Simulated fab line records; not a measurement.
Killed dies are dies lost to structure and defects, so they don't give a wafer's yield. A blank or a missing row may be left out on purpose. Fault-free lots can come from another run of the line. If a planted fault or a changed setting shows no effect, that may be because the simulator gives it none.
Chamber matching -- flow n5 finfet -- N5_BEOL_M0_SAQP_CUT_ETCH_46 on rie diel-03: 4 sister chambers
The step etches SOC in N2/H2, target depth 135 nm, overetch 27 nm, time 202.5 s. 4 wafers are shown with their chamber, then 8 later ones without.

WAFERS PAIRED WITH THEIR CHAMBERS
wafer,chamber,throttle valve pct (%)
L079.1,2,17.85
L084.1,3,18.07
L084.3,0,17.58
L086.2,1,18.22

WAFERS WITHOUT THEIR CHAMBER
wafer,throttle valve pct (%)
L086.4,17.60
L086.5,17.43
L089.1,17.45
L089.4,18.09
L089.6,17.46
L091.2,17.59
L091.5,17.45
L091.6,17.61

WHICH CHAMBER EACH ONE RAN IN
wafer,from the rows above,in truth
L086.4,0,0
L086.5,0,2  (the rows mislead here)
L089.1,0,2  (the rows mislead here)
L089.4,can't be placed: 3 or 1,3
L089.6,0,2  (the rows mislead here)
L091.2,0,0
L091.5,0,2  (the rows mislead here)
L091.6,0,0
Correct placement for 3 of the 8. Unplaceable from these rows: 1, with the true chamber sitting among the candidates in 1. Number placed wrongly: 4.
How it was worked out, from the rows above alone: a wafer's distance from a chamber is the root of the sum, over the readings, of the square of ((its reading less the chamber's mean) divided by the reading's scatter). If the next closest chamber is less than 2 further off than the closest, the wafer can't be placed; otherwise it belongs to the closest. A chamber's mean is the mean of its shown wafers. The scatter (one wafer shown for each chamber): square how far every hidden wafer sits from the nearest shown wafer, average those squares and take the square root.
